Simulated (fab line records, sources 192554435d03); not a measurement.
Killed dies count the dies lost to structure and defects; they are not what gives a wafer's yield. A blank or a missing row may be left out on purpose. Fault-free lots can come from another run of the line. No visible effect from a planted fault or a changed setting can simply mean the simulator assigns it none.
Matching of chambers    flow n5-finfet    N5_GATE_CUT_STRIP_59 on rie-diel-03: 4 sister chambers
The step strips in N2/H2, time 20 s. 7 wafers are shown with their chamber, then 8 later ones without.

WAFERS PAIRED WITH THEIR CHAMBERS
wafer   chamber  drypump-motor-current-A (A)  showerhead-plenum-p-Torr (Torr)
L075.6  0        6.3                          3.33
L080.3  2        5.8                          3.48
L080.6  1        5.1                          3.42
L085.1  0        6.2                          3.32
L085.2  1        5.1                          3.41
L085.3  3        5.4                          3.39
L090.2  3        5.4                          3.38

WAFERS MISSING THEIR CHAMBER
wafer   drypump-motor-current-A (A)  showerhead-plenum-p-Torr (Torr)
L090.3  5.1                          3.41
L090.4  6.3                          3.32
L091.1  5.7                          3.48
L091.3  5.1                          3.41
L091.6  5.4                          3.38
L094.1  5.2                          3.41
L094.2  6.2                          3.32
L094.3  5.8                          3.47

WHICH CHAMBER EACH ONE RAN IN
wafer   from the rows above  in truth
L090.3  1                    1
L090.4  0                    0
L091.1  2                    2
L091.3  1                    1
L091.6  3                    3
L094.1  1                    1
L094.2  0                    0
L094.3  2                    2
8 of 8 placed correctly. Not placeable from these rows: 0. 0 placed wrongly.
How it was worked out, from the rows above alone: a wafer's distance from a chamber is the root of the sum, over the readings, of the square of ((its reading less the chamber's mean) divided by the reading's scatter). If the next closest chamber is less than 2 further off than the closest, the wafer can't be placed; otherwise it belongs to the closest. A chamber's mean is the mean of its shown wafers. The scatter: take each reading less its chamber's mean, square it, sum over the shown wafers, divide by the number of wafers less the number of chambers, and take the root.
